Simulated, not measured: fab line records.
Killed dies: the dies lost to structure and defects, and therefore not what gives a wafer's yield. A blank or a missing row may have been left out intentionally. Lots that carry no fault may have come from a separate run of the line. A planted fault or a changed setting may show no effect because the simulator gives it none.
fab line records    flow n5_finfet
record: lots: 3  wafers: 9  last_day: 17
route steps=1938 shown BEOL_M15@1797 PASS1_DEP@1831 MIM_BOT@1832 MIM_TOP@1834 PASSIVATION@1936
lots with no fault: from the same line, run without faults
start_h: the number of hours between the record's first day and the start of the first shown wafer of the lot    wait_h: hours elapsed since this lot's preceding step    " same as the row above    L1.1+2: a single row standing in for several wafers    - no value, or no start given    * or withheld: withheld    < > ~ a bound
route shown NAME@n: a module of which the file shows steps, and the number in the route of the first    usual: the fault-free wafers' mean and standard deviation    same: alike in all rows    chamber/n: place in a boat    sites: each site's reading    _std_site: standard deviation across them    _edge_site: inner sites' mean taken away from outer sites' mean    radius_mm: how far each site lies from the wafer's centre    mask NAME#n: copy n    behind: the last tool/chamber to shape the wafer    hold: why the lot went on hold/how many hours it stayed there/how the hold came to an end    device: names the non-switching transistor (n, p or np)    end of line: tests of these same wafers at the route's end    step lacking rows: just its recipe    killed: dies lost to structure and defects at the first sort, not the wafer's yield    map: the dies of a wafer, with x for killed, . for not killed, _ for no die there
set.NAME: the setting as run; set.NAME@STEP: as run at that earlier step    model.NAME: the simulator's own value behind a step, which no gauge read
a table for each step, a row for each wafer; lots at some steps of the route
services: from which hour (start_h, from the record's first day; less than 0 if before it) a tool's chamber was out of use, for how many hours, and why
== steps ==
step: N5_BEOL_M15_COAT_22
recipe: spin_rpm: 1704  resist_thk_nm: 800
step: N5_BEOL_M15_EBR_24
recipe: solvent: PGMEA  ebr_width_mm: 1.5
step: N5_BEOL_M15_SOFTBAKE_23
recipe: temp_c: 130  time_s: 60
step: N5_BEOL_M15_EXPOSE_25
recipe: mask_id: M15  na: 0.8  source_shape: annular  sigma_inner: 0.5  sigma_outer: 0.8  polarization: unpolarized  target_cd_nm: 400  dose_mj: 35.5
step: N5_BEOL_M15_PEB_26
recipe: peb_temp_c: 130  peb_time_s: 90
step: N5_BEOL_M15_DEVELOP_27
recipe: develop_time_s: 45  rinse_liquid: diw  dry: air_spin  dev_temp_c: 21
step: N5_BEOL_M15_HARDBAKE_32
recipe: temp_c: 130  time_s: 120
step: N5_BEOL_M15_DESCUM_33
recipe: chemistry: O2  time_s: 7.9  source_power_w: 50  bias_power_w: 20  pressure_mtorr: 20  rf_frequency_hz: 2.712e+07  temp_c: 40  o2_flow_sccm: 225
step: N5_BEOL_M15_ETCH_61
recipe: chemistry: N2/H2  target: BARC  target_depth_a: 890  overetch_a: 267  time_s: 67.9  ion_energy_ev: 200  pressure_mtorr: 30  source_w: 840  bias_w: 150  n2_flow_sccm: 200  h2_flow_sccm: 200
step: N5_BEOL_M15_TRENCH_ETCH_34
recipe: chemistry: C4F8/O2/Ar  target: SiO2  target_depth_a: 8729.3  he_inner_torr: 15  he_outer_torr: 30  time_s: 199  ion_energy_ev: 800  pressure_mtorr: 20  source_w: 1905  bias_w: 2040  Ar_flow_sccm: 400  C4F8_flow_sccm: 16  O2_flow_sccm: 12
usual: C4F8_flow_sccm: 16.00/0.048  drypump_motor_current_A: 5.65/0.29  oes_product_au: 0.76/0.068  rf_vpp_V: 2207/24  showerhead_plenum_p_Torr: 3.32/0.14  throttle_valve_pct: 30.78/0.23
lot.wafer  tool         chamber  start_h  wait_h  C4F8_flow_sccm  drypump_motor_current_A  oes_product_au  rf_hours_counter_h  rf_vpp_V  showerhead_plenum_p_Torr  throttle_valve_pct
L462.2     rie_diel-01  2        289.09   0.0     15.89           5.75                     0.76            154                 2233      3.43                      30.37
L462.3     "            3        "        "       15.98           5.52                     0.72            185                 2201      3.18                      31.08
L462.4     "            0        "        "       16.01           5.72                     0.78            -                   2199      3.46                      30.58
L471.3     rie_diel-01  3        375.67   0.0     16.03           5.51                     0.70            211                 2201      3.17                      31.09
L471.5     "            2        "        "       16.01           5.74                     0.74            -                   2233      3.42                      30.39
L471.6     "            1        "        "       15.95           5.95                     0.68            -                   2234      3.53                      30.67
L475.1     rie_diel-04  3        387.43   0.0     15.94           6.01                     0.71            193                 2246      3.28                      30.63
L475.3     "            2        "        "       16.03           5.82                     0.69            208                 2195      3.16                      30.83
L475.5     "            2        "        "       15.94           5.80                     0.69            -                   2195      3.16                      30.82
step: N5_BEOL_M15_STRIP_36
recipe: chemistry: O2  power_w: 600  temp_c: 60  pressure_mtorr: 30  rf_frequency_hz: 6e+07  bias_power_w: 0  overash_fraction: 0.3  o2_flow_sccm: 225
step: N5_BEOL_M15_STRIP_62
recipe: chemistry: O2  power_w: 600  temp_c: 60  pressure_mtorr: 30  rf_frequency_hz: 6e+07  bias_power_w: 0  overash_fraction: 0.3  o2_flow_sccm: 225
step: N5_BEOL_M15_STRIP_37
recipe: chemistry: O2  power_w: 600  temp_c: 60  pressure_mtorr: 30  rf_frequency_hz: 6e+07  bias_power_w: 0  overash_fraction: 0.3  o2_flow_sccm: 225
step: N5_BEOL_M15_ETCH_38
recipe: chemistry: CF4/N2  target: SiCN  target_depth_a: 1064  taper_deg: 2  time_s: 120.5  ion_energy_ev: 150  mask_material: SiO2  pressure_mtorr: 40  source_w: 430  bias_w: 70  Ar_flow_sccm: 100  cf4_flow_sccm: 60  n2_flow_sccm: 60
step: N5_BEOL_M15_PRECLEAN_39
recipe: chemistry: residue_remover  time_s: 60  temp_c: 40
step: N5_BEOL_M15_SRD_40
recipe: time_s: 30  temp_c: 23  rinse_liquid: diw  dry: n2_spin  spin_rpm: 1500  dry_time_s: 30
step: N5_BEOL_M15_DEGAS_41
recipe: ambient: vacuum  temp_c: 300  time_s: 60
step: N5_BEOL_M15_PRE_CLEAN_42
recipe: gas: H2/He  time_s: 30  temp_c: 300
step: N5_BEOL_M15_SPUTTER_43
recipe: material: TaN  target_thk_a: 150  temp_c: 50  bias_v: 168.6  power_w: 15000  chamber_pressure_pa: 0.12  time_s: 24.19
step: N5_BEOL_M15_SPUTTER_44
recipe: material: Ta  target_thk_a: 150  temp_c: 50  bias_v: 80  power_w: 15000  chamber_pressure_pa: 0.07  time_s: 24.19
step: N5_BEOL_M15_SPUTTER_45
recipe: material: Cu  target_thk_a: 1000  temp_c: -20  bias_v: 60  power_w: 26000  chamber_pressure_pa: 0.13  time_s: 16.67
step: N5_BEOL_M15_ECD_47
recipe: material: Cu  target_thk_a: 18600
step: N5_BEOL_M15_ANNEAL_48
recipe: temp_c: 225  time_s: 90  ambient: N2
step: N5_BEOL_M15_CMP_49
recipe: stop_on: SiO2  t_overpolish_s: 4.9  down_force_psi: 2  platen_rpm: 80  clearing_platen_down_force_psi: 2  clearing_platen_rpm: 80  post_cmp_clean: cu_alkaline  target_thk_nm: 850  clearing_platen_pad_velocity_m_s: 1.5917  pad_velocity_m_s: 1.5917
step: N5_BEOL_M15_PRE_CLEAN_52
recipe: gas: NH3  time_s: 15  temp_c: withheld  rf_power_w: 300
step: N5_BEOL_M15_DEP_53
recipe: material: SiCN  target_thk_a: 500  temp_c: withheld  precursor: 3MS/NH3  pressure_torr: 3  rf_w: 675  time_s: 17.8
step: N5_PASSIVATION_PECVD_00
recipe: material: SiO2  target_thk_a: 2000  temp_c: 400  precursor: SiH4/N2O  pressure_torr: 2.7  rf_w: 608  time_s: 11.2
step: N5_MIM_BOT_DEGAS_01
recipe: ambient: vacuum  temp_c: 300  time_s: 60
step: N5_MIM_BOT_SPUTTER_00
recipe: material: TiN  target_thk_a: 350  temp_c: 200  power_w: 3000  chamber_pressure_pa: 0.49996  gas: Ar  reactive_partial_pa: 0.37997  time_s: 89.7
step: N5_MIM_TOP_ALD_00
recipe: material: Al2O3  target_thk_a: *  temp_c: withheld  ald_precursor_family: TMA  ald_co_reactant: O3  pulse_time_s: withheld  purge_time_s: 3  co_reactant_purge_time_s: withheld  co_reactant_pulse_time_s: 3  ald_cycles: withheld
step: N5_MIM_TOP_ALD_01
recipe: material: HfO2  target_thk_a: 56  temp_c: withheld  ald_precursor_family: Hf-amide  ald_co_reactant: O3  pulse_time_s: 1  purge_time_s: 3  co_reactant_purge_time_s: 2  co_reactant_pulse_time_s: 3  ald_cycles: 62
step: N5_MIM_TOP_ALD_02
recipe: material: Al2O3  target_thk_a: *  temp_c: withheld  ald_precursor_family: TMA  ald_co_reactant: O3  pulse_time_s: withheld  purge_time_s: 3  co_reactant_purge_time_s: withheld  co_reactant_pulse_time_s: 3  ald_cycles: withheld
step: N5_MIM_TOP_DEGAS_04
recipe: ambient: vacuum  temp_c: 300  time_s: 60
step: N5_MIM_TOP_SPUTTER_03
recipe: material: TiN  target_thk_a: 350  temp_c: 200  power_w: 3000  chamber_pressure_pa: 0.49996  gas: Ar  reactive_partial_pa: 0.37997  time_s: 89.7
step: N5_PASSIVATION_PROBE_49
usual: defect_limited_yield: 91.1/1.5  killed_at_M0_to_M3: 36/11  killed_at_M4_up: 13/5  killed_at_contacts: 13/5  killed_at_front_end: 40/12  killed_at_other: 3.3/2.3  killed_dies: 106/17  killed_open: 70/13  killed_short: 34/7.6  sort_bin_5_function: 5.3/0.96  sort_bin_6_memory: 3.3/0.66  sort_n_pass: 1074/17  sort_yield_pct: 91.1/1.5
same: gross_dies: 1180  killed_at_back_side: 0  sort_bin_4_leakage[%]: 0  sort_bin_8_speed[%]: 0
lot.wafer  tool       chamber  start_h  wait_h  defect_limited_yield[%]  killed_at_M0_to_M3  killed_at_M4_up  killed_at_contacts  killed_at_front_end  killed_at_other  killed_dies  killed_open  killed_short  sort_bin_5_function[%]  sort_bin_6_memory[%]  sort_n_pass  sort_yield_pct[%]
L471.5     prober-02  -        395.73   0.2     79.8                     34                  153              8                   42                   1                238          63           33            11.3                    4.6                   942          79.8
killed by level:class
L471.5 BEOL_M15:unspecified=138 BEOL_M0_SAQP:geometric_particle:short=12 FIN_SAQP:geometric_particle:short=8 BEOL_M0_SAQP:geometric_particle:open=8 STI_FIN_REVEAL:geometric_particle:open=7 DUMMY_GATE:geometric_particle:open=7 BEOL_M4:geometric_particle:open=7 FIN_SAQP:geometric_particle:open=6
map L471.5 (x killed, . not)
_________________............________________
______________.....x...x........_____________
___________....x.........x.........__________
__________...x.......x.x............_________
________...........................x.._______
_______.x....x......x......x..x..x.....______
______.............x...............xx..._____
_____....................................____
____..........x...x....................x..___
___.xx.....................x...............__
___.x.....xxxxx............x.x.............__
__.........x.x.......x........x....x........_
__....x..........x.................x........_
_...................x.................x...x..
_......................x.x.........x...x....x
_.....................xx...............x.....
_.........x.......x..x.......x........x......
_.............x....x..............x..........
_....................x.x.x.............x.....
_...................xxx..xx.x.......x..x.x...
_.....x...x.......xxxxxx...x...........x.....
__...x...x....xx.xxxxxxxxxx.x..........x...._
__..x.........xxxxxxxxxxxxx................._
___.x.........xxxxxxxxxxxxxx..............x__
___..x.....x.xxxxxxxxxxxxxxx..x............__
____x........xxxxxxxxxxxxxxxxx............___
_____.......x.xxxxxxxxxxxxxx.............____
______..x....x.xxxxxxxxxxxxx...........x_____
_______.x...xxxxxxxxxxxxxx.......x.....______
________.......xxxxxxxxx.xx.......x..._______
__________....x..xxxxxxx....x......x_________
___________....x.xx.............x..__________
______________...........x....x._____________
_________________............________________
map L462.2 (x killed, . not)
_________________............________________
______________....x..........x.._____________
___________........................__________
__________...........x.............._________
________...x.......................x.._______
_______.....x....x..x..x....x......x...______
______........x..............x.x.....x.._____
_____.x.....xx...................x.......____
____....xx........x....x..x..............x___
___.........xx..x.x...............x.x...x..__
___x.......x.............x.................__
__.........................................x_
__....x.x.........x...xx.......x............_
_xx......xx........x..........x..............
_.........x.x.....x........x.....x...........
_.....x....x..x.....x.....x....xx............
_.x..x...........x...xx..x.......x...........
_.x.x........................................
_.........x............................x.....
_x.....x...........x....x....................
_.x.......x................x.x....x..........
__...x..x..............x....x.........xx..x._
__.............x.......x.............x......_
___....................xx....x.x...........__
___.....x..................................__
____..x..........xx.....x.x............xx.___
_____........x...x..x......x...x.........____
______x......................x.x........_____
_______.x....x....xx....x.x.x..........______
________x....x.x....x...............x._______
__________........xx.....x........x._________
___________..x....................x__________
______________....x.x.....x....._____________
_________________............________________
== services ==
tool         chamber  start_h  hours  kind
rie_diel-04  1        281.16   -      clean
rie_diel-04  1        281.16   -      consumable_replace:focus_ring
rie_diel-04  1        281.16   -      consumable_replace:showerhead
rie_diel-04  1        281.16   22.7   scheduled_down
rie_diel-04  1        281.16   22.7   vent_cycle
rie_diel-01  2        359.98   1.5    repair
rie_diel-01  0        380.89   8.4    repair
== key ==
first_sign: step: N5_PASSIVATION_PROBE_49  reading: killed_at_M4_up  direction: up  sigmas: 28  usual: 13  struck: 153
effect: step: N5_PASSIVATION_PROBE_49  reading: defect_limited_yield  direction: down  sigmas: 7.6  usual: 91.1  struck: 79.8
more_kills_born_at: N5_BEOL_M15_TRENCH_ETCH_34@rie_diel-01: 138
met_at N5_BEOL_M15_TRENCH_ETCH_34
struck_wafers L471.5
onset_between 289.09 375.67
fault: kind: chamber_particle_source  tool: rie_diel-01  chamber: 2  onset_h: 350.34  steps: N5_BEOL_M15_TRENCH_ETCH_34  rate_per_visit_cm2: 1.5368  end_h: 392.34
